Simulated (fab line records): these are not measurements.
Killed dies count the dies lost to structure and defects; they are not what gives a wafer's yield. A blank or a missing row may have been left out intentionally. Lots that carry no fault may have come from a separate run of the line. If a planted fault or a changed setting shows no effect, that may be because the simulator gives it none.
Struck lot and sound lot, side by side + flow n5-finfet + 40 steps out of a route of 1938
Sound: wafers L803.1, L803.2, L803.4. Wafers L792.1, L792.3, L792.5 were the ones struck. Last of all comes the cause.
Each step with rows lists, per side, the tool, then ch with its chambers, then its first start. Under that, the readings that differ: sound wafers + struck wafers + difference of the means + sigmas: that difference in standard deviations of wafers without a fault.
alike: same words and numbers on both sides, and readings whose means sit less than 2 such deviations apart. not compared: any withheld reading, any reading some wafer has no value for, any bound like >300 that may hide the same value, and any number with overlapping values for which the record gives no deviation.
A row with sigmas, a row that says differs or no value, or rows on one side alone: a step with any of these is where the two part. When numbers do not overlap yet have no deviation, they are printed without sigmas and do not part them. Lack of a reading on every wafer of one side parts them only where that side has two or more wafers.

first, 11 steps without rows for these wafers: N5_GATE_CUT_CUT_ETCH_55 (etches HfO2 in BCl3, target depth 3.2 nm); N5_GATE_CUT_ETCH_47 (etches SiO2 in Cl2/BCl3, target depth 10 nm); N5_GATE_CUT_VAPOR_ETCH_48 (etches TiN in BCl3/Cl2); N5_GATE_CUT_VAPOR_ETCH_49 (etches TiAlC in BCl3/Cl2); N5_GATE_CUT_VAPOR_ETCH_51 (etches HfO2 in BCl3/Cl2); N5_GATE_CUT_STRIP_21 (strips in N2/H2, time 30 s); N5_GATE_CUT_STRIP_29 (strips in post etch residue remover, time 60 s); N5_GATE_CUT_SRD_52 (time 30 s); N5_GATE_CUT_ALD_22 (deposits SiNx, target thk 16 nm, pulse time 1 s, ald cycles 320); N5_GATE_CUT_CMP_23 (polishes, stops on SiO2, t overpolish 23.4 s, target thk 16 nm); N5_GATE_CUT_CMP_43 (polishes SiO2).
N5_GATE_CUT_CMP_61: polishes, stops on SiNx, t overpolish 3 s.
  sound on cmp-03 ch 0,1,3, day 10 04:25; struck on cmp-01 ch 0,1,3, day 7 11:18
  no value came back on the struck wafers for edge-zone-pressure-frac, head-pressure-psi (psi), motor-current-A (A); on the sound wafers edge-zone-pressure-frac reads 0.998 0.996 1.001
| reading                                       | sound        | struck         | difference | sigmas |
|-----------------------------------------------|--------------|----------------|------------|--------|
| model.SiO2_of_GATE_CUT_HM_DEP_46.thk-nm (nm)  | 0 0 0        | 5 4.8 5.2      | +5         |        |
| model.SiNx_of_GATE_CUT_SAC_CAP_01.thk-nm (nm) | 21 21.2 21.2 | 21.6 21.8 21.8 | +0.6       |        |
then, 23 steps without rows for these wafers: N5_MOL_CONTACT_COAG_COAT_103 (time 60 s, resist thk 80 nm); N5_MOL_CONTACT_COAG_COAT_104 (time 60 s, resist thk 12 nm); N5_MOL_CONTACT_COAG_COAT_58 (time 60 s, resist thk 10 nm); N5_MOL_CONTACT_COAG_COAT_02 (resist thk 30 nm); N5_MOL_CONTACT_COAG_EBR_04; N5_MOL_CONTACT_COAG_SOFTBAKE_03 (time 60 s); N5_MOL_CONTACT_COAG_EXPOSE_05 (exposes mask CA, defocus 0 nm); N5_MOL_CONTACT_COAG_PEB_06 (peb time 60 s); N5_MOL_CONTACT_COAG_DEVELOP_07 (develop time 30 s); N5_MOL_CONTACT_COAG_DESCUM_13 (chemistry O2, time 7 s); N5_MOL_CONTACT_COAG_ETCH_59 (etches underlayer in N2/H2, target depth 13 nm, time 10.4 s); N5_MOL_CONTACT_COAG_ETCH_105 (etches SiARC in CF4, target depth 15.6 nm, time 26 s); N5_MOL_CONTACT_COAG_ETCH_106 (etches SOC in N2/H2, target depth 80 nm, overetch 16 nm, time 120 s); N5_MOL_CONTACT_COAG_STRIP_107 (strips in N2/H2); N5_MOL_CONTACT_COAG_STRIP_108 (strips in N2/H2); N5_MOL_CONTACT_COAG_CONTACT_ETCH_14 (etches SiO2 in C4F6/O2, target depth 27.5 nm, overetch 8.5 nm, time 20 s); N5_MOL_CONTACT_COAG_STRIP_109 (strips in C4F6/O2); N5_MOL_CONTACT_COAG_ETCH_15 (etches SiNx in CH3F/O2, stops on Si:P, target depth 7 nm); N5_MOL_CONTACT_COAG_ETCH_110 (etches Si in CF4/O2, target depth 2.5 nm, time 8 s); N5_MOL_CONTACT_COAG_STRIP_98 (strips in N2/H2); N5_MOL_CONTACT_COAG_IMPLANT_129; N5_MOL_CONTACT_COAG_PRECLEAN_111 (cleans in NF3:NH3, afs cycles 1, time 20 s, sublimation time 60 s); N5_MOL_CONTACT_COAG_TI_SIL_19 (material Ti, target thk 4.2 nm, time 15 s).
N5_MOL_CONTACT_COAG_CMP_28: polishes, stops on SiNx, t overpolish 0.85 s, target thk 14.522 nm.
  sound on cmp-04 ch 0,1,3, day 10 13:43; struck on cmp-04 ch 2,3, day 7 21:02
| reading                                       | sound        | struck         | difference | sigmas |
|-----------------------------------------------|--------------|----------------|------------|--------|
| model.SiNx_of_GATE_CUT_SAC_CAP_01.thk-nm (nm) | 17.6 17.8 18 | 18.2 18.4 18.4 | +0.5       |        |
  alike: edge-zone-pressure-frac, head-pressure-psi, motor-current-A, time-to-endpoint-s
N5_MOL_CONTACT_COAG_THK_MEAS_29:
  sound on film-metro-01, day 10 13:58; struck on film-metro-01, day 7 21:20
| reading         | sound             | struck            | difference | sigmas |
|-----------------|-------------------|-------------------|------------|--------|
| MD_CAP_THK (nm) | 17.69 17.82 17.93 | 18.30 18.42 18.34 | +0.54      | +6     |
N5_MOL_CONTACT_COAG_ETCH_47: etches SiNx in CH3F/O2, stops on W, target depth 27 nm.
  sound on rie-diel-01 ch 0,2, day 10 16:13; struck on rie-diel-01 ch 0,1,3, day 7 23:17
| reading                                      | sound             | struck            | difference | sigmas |
|----------------------------------------------|-------------------|-------------------|------------|--------|
| model.MOL_CONTACT_COAG.feature-depth-nm (nm) | 18.2 18.4 18.6    | 18.8 19 19        | +0.5       |        |
| model.etch.depth-nm (nm)                     | 17.69 17.82 17.96 | 18.25 18.41 18.36 | +0.52      |        |
  alike: O2_flow_sccm, drypump-motor-current-A, etch-rf-on-time-s, oes-product-au, rf-vpp-V, showerhead-plenum-p-Torr, throttle-valve-pct
  not compared: rf-hours-counter-h
-- record jumps: 3 days separate the struck wafers' starts on either side; left off in module MOL_CONTACT_COAG, taken up again in module BEOL_M4, whose first shown step is the route's number 1111 --
N5_BEOL_M4_RC_MEAS_101:
  sound on prober-02 ch 0, day 14 07:03; struck on prober-01 ch 0, day 11 11:11
  alike: DIBL_N, DIBL_P, IOFF_N, IOFF_P, ION_N, ION_P, SS_N, SS_P, VT_N, VT_P
-- here the record skips 4 days between the struck wafers' starts before and after, leaving off in module BEOL_M4 and picking up in module PASSIVATION (first step shown: number 1936 of the route) --
N5_PASSIVATION_PROBE_49:
  sound on prober-01, day 18 15:43; struck on prober-02, day 15 21:25
  alike: defect-limited-yield, killed_at_M0_to_M3, killed_at_M4_up, killed-at-contacts, killed-at-front-end, killed-at-other, killed-dies, killed-open, killed-short, sort_bin_5_function, sort_bin_6_memory, sort-n-pass, sort-yield-pct

== WHERE THEY PART ==
Last at N5_MOL_CONTACT_COAG_THK_MEAS_29 as far as this record goes, first at N5_GATE_CUT_CMP_61. Later steps at which nothing parts them and some readings are alike: N5_MOL_CONTACT_COAG_ETCH_47, N5_BEOL_M4_RC_MEAS_101, N5_PASSIVATION_PROBE_49.

WHY: the cause the simulator had injected
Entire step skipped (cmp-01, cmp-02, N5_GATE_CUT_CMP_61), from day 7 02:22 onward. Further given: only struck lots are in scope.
